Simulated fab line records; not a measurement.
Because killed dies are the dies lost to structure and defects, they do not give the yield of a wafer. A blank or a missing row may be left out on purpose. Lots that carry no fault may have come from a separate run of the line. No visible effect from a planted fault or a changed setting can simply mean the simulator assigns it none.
Chamber matching | flow nand_harc | NHARC_P_CONTACT_ETCH_35 on rie_diel-07: 4 sister chambers
The step etches the open film in CF4, target depth 39 nm, time 65 s. 8 wafers are shown with their chamber, then 11 later ones without.

== EACH WAFER AND ITS CHAMBER ==
wafer  | chamber | drypump_motor_current_A (A) | oes_product_au (a.u.)
L076.2 | 3       | 5.3                         | 1.002
L080.1 | 2       | 5.3                         | 1.024
L082.3 | 2       | 5.3                         | 1.009
L082.4 | 3       | 5.3                         | 1.003
L084.1 | 1       | 5.4                         | 1.002
L084.4 | 0       | 5.5                         | 0.995
L084.5 | 0       | 5.5                         | 0.991
L087.2 | 1       | 5.3                         | 0.996

== WAFERS MISSING THEIR CHAMBER ==
wafer  | drypump_motor_current_A (A) | oes_product_au (a.u.)
L087.3 | 5.5                         | 0.998
L087.4 | 5.3                         | 1.008
L086.3 | 5.3                         | 1.011
L086.4 | 5.5                         | 1.004
L086.5 | 5.5                         | 1.010
L088.1 | 5.3                         | 1.010
L088.4 | 5.3                         | 1.018
L088.5 | 5.5                         | 1.003
L093.1 | 5.3                         | 1.032
L093.5 | 5.3                         | 1.001
L093.6 | 5.5                         | 1.008

== CHAMBER TAKEN BY EACH ==
wafer  | from the rows above          | in truth
L087.3 | 0                            | 0
L087.4 | can't be placed: 3 or 2 or 1 | 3
L086.3 | can't be placed: 2 or 3 or 1 | 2
L086.4 | 0                            | 0
L086.5 | can't be placed: 0 or 1      | 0
L088.1 | can't be placed: 2 or 3 or 1 | 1
L088.4 | 2                            | 2
L088.5 | 0                            | 0
L093.1 | 2                            | 2
L093.5 | can't be placed: 3 or 1      | 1
L093.6 | can't be placed: 0 or 1      | 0
Placed correctly: 5 of 11. From these rows, 6 cannot be placed; in 6 the true chamber is one of the candidates. Placed wrongly: 0.
How it was worked out, from the rows above alone: a wafer's distance from a chamber is the root of the sum, over the readings, of the square of ((its reading less the chamber's mean) divided by the reading's scatter). The wafer belongs to the nearest chamber; if the next one is less than 2 further off, it can't be placed. Each chamber's mean is taken over the wafers shown for it. The scatter is the square root of a quotient: the sum, over the shown wafers, of each reading's squared deviation from its chamber's mean, divided by wafers minus chambers.
